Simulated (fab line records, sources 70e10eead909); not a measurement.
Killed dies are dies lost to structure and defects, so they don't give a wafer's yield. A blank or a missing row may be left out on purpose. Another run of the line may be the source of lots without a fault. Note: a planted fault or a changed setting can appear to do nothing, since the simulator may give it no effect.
Matching of chambers	flow nandHarc	NHARC_P_CONTACT_STRIP_28 on rieDiel-02 has 4 sister chambers
The step strips in O2. 8 wafers are shown with their chamber, then 9 later ones without.

## WAFERS, EACH WITH ITS CHAMBER
wafer	chamber	showerheadPlenumPTorr (Torr)	drypumpMotorCurrentA (A)
L085.2	1	3.75	5.1
L085.4	2	3.49	5.3
L085.6	1	3.75	5.1
L087.1	0	3.44	6.3
L087.6	2	3.49	5.2
L089.1	0	3.44	6.4
L089.2	3	3.48	5.8
L089.6	3	3.47	5.8

## WAFERS WITH NO CHAMBER GIVEN
wafer	showerheadPlenumPTorr (Torr)	drypumpMotorCurrentA (A)
L090.2	3.44	6.4
L090.4	3.49	5.2
L090.6	3.49	5.2
L094.2	3.49	5.2
L094.3	3.75	5.2
L094.4	3.47	5.8
L093.2	3.44	6.3
L093.3	3.49	5.3
L093.5	3.44	6.3

## THE CHAMBER EACH PASSED THROUGH
wafer	from the rows above	in truth
L090.2	0	0
L090.4	2	2
L090.6	2	2
L094.2	2	2
L094.3	1	1
L094.4	3	3
L093.2	0	0
L093.3	2	2
L093.5	0	0
Correctly placed: 9 of 9. Not placeable from these rows: 0. 0 placed wrongly.
How it was worked out, from the rows above alone: a wafer's distance from a chamber is the root of the sum, over the readings, of the square of ((its reading less the chamber's mean) divided by the reading's scatter). The wafer belongs to the nearest chamber; if the next one is less than 2 further off, it can't be placed. The mean given for a chamber averages the wafers shown for that chamber. The scatter: take each reading less its chamber's mean, square it, sum over the shown wafers, divide by the number of wafers less the number of chambers, and take the root.
